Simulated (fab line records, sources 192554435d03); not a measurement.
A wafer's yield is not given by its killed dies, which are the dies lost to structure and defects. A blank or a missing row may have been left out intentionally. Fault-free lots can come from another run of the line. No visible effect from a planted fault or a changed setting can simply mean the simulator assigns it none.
Problem report, 8D (eight disciplines) form, completed by code || flow n5-finfet || the parts of the form that need people (team, actions taken, sign-off) are left out

== 1. THE PROBLEM ==
Wafers without a fault read 61 s, standard deviation 3.2; time-to-endpoint-s at N5_BEOL_M1_CMP_52 reads a mean of 0 s on 6 wafers belonging to 2 lots. Relative to the usual mean, that is a shift of -19 standard deviations.
The step: polishes, stops on SiOC, t overpolish 6.8 s, target thk 40 nm.
First observed at day 9 08:32: wafer L768.4, on cmp-01. Wafers with a number at this step in the record: 30, from 10 lots. By rule, "out" or "out of limits" means more than 4 standard deviations away from the usual mean. The other wafers with a number count as sound.

== 2. WHAT THIS IS AND IS NOT ==
{"question": "which readings at this step", "is": "time-to-endpoint-s", "is not": "head-pressure-psi"}
{"question": "which lots", "is": "L768, L770", "is not": "L760, L761, L774, L776, L777, L778, L779, L780"}
{"question": "which wafers of those lots", "is": "all that have a number", "is not": "-"}
{"question": "read on which tools", "is": "cmp-01, cmp-03", "is not": "cmp-02"}
{"question": "when", "is": "from day 9 08:32", "is not": "up to then (6 sound wafers); but 18 sound wafers of L774, L776, L777, L778, L779, L780 came after"}

== 3. WHAT RULES OUT EACH SUSPECT ==
Counting: any tool at a process step up to the reading is kept as a suspect provided that every lot that is out went through it and no sound lot did after the first of them.
- ecd-cu-01 at N5_BEOL_M1_ECD_50 (material Cu, target thk 300 nm): ruled out as a lasting fault. Following L768 (day 9 08:05), the first lot on it that is out, the sound lots L774, L776, L777, L778, L779, L780 were run on it.
Left after counting: nothing in the record.

== 4. THE CAUSE (what the simulator had put in) ==
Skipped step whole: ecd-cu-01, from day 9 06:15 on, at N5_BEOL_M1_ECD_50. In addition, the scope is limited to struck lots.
It was ruled out by counting, in error; the rule expects a fault to strike all lots run on its tool from its start on, and this fault did not.

== 5. THE CHAIN OF EFFECTS, in route order ==
Each row: a reading whose mean over the struck wafers that have a number lies more than 3 standard deviations from the usual. Readings are gone through only where the record gives a usual standard deviation; hours: the median, over the lots, of the time from a lot's start at the first step in this table giving one to that lot's start at this step; sigmas: the change measured in usual standard deviations.
{"hours": 0, "step": "N5_BEOL_M1_CMP_52", "reading": "time-to-endpoint-s", "usual": "61 s", "on struck wafers": 0, "change": -60, "sigmas": -19}
{"hours": 166, "step": "N5_PASSIVATION_PROBE_49", "reading": "defect-limited-yield", "usual": "91.0 %", "on struck wafers": 0.0, "change": -91.0, "sigmas": -65}
{"hours": 166, "step": "N5_PASSIVATION_PROBE_49", "reading": "killed_at_M0_to_M3", "usual": 33, "on struck wafers": 1104, "change": "+1072", "sigmas": "+97"}
{"hours": 166, "step": "N5_PASSIVATION_PROBE_49", "reading": "killed-dies", "usual": 106, "on struck wafers": 1180, "change": "+1074", "sigmas": "+63"}
{"hours": 166, "step": "N5_PASSIVATION_PROBE_49", "reading": "killed-on-rim", "usual": 14, "on struck wafers": 152, "change": "+138", "sigmas": "+36"}
{"hours": 166, "step": "N5_PASSIVATION_PROBE_49", "reading": "sort_bin_5_function", "usual": "5.2 %", "on struck wafers": 96.1, "change": "+90.9", "sigmas": "+95"}
{"hours": 166, "step": "N5_PASSIVATION_PROBE_49", "reading": "sort-n-pass", "usual": 1074, "on struck wafers": 0, "change": -1074, "sigmas": -63}
{"hours": 166, "step": "N5_PASSIVATION_PROBE_49", "reading": "sort-yield-pct", "usual": "91.0 %", "on struck wafers": 0.0, "change": -91.0, "sigmas": -65}
Here are the process steps it includes:
- N5_BEOL_M1_CMP_52: polishes, stops on SiOC, t overpolish 6.8 s, target thk 40 nm.
- N5_PASSIVATION_PROBE_49

== 6. HOW IT WOULD HAVE BEEN CAUGHT EARLIER ==
First out-of-limits reading in this record: day 9 08:32, which is 2 hours after fault onset at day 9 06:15.
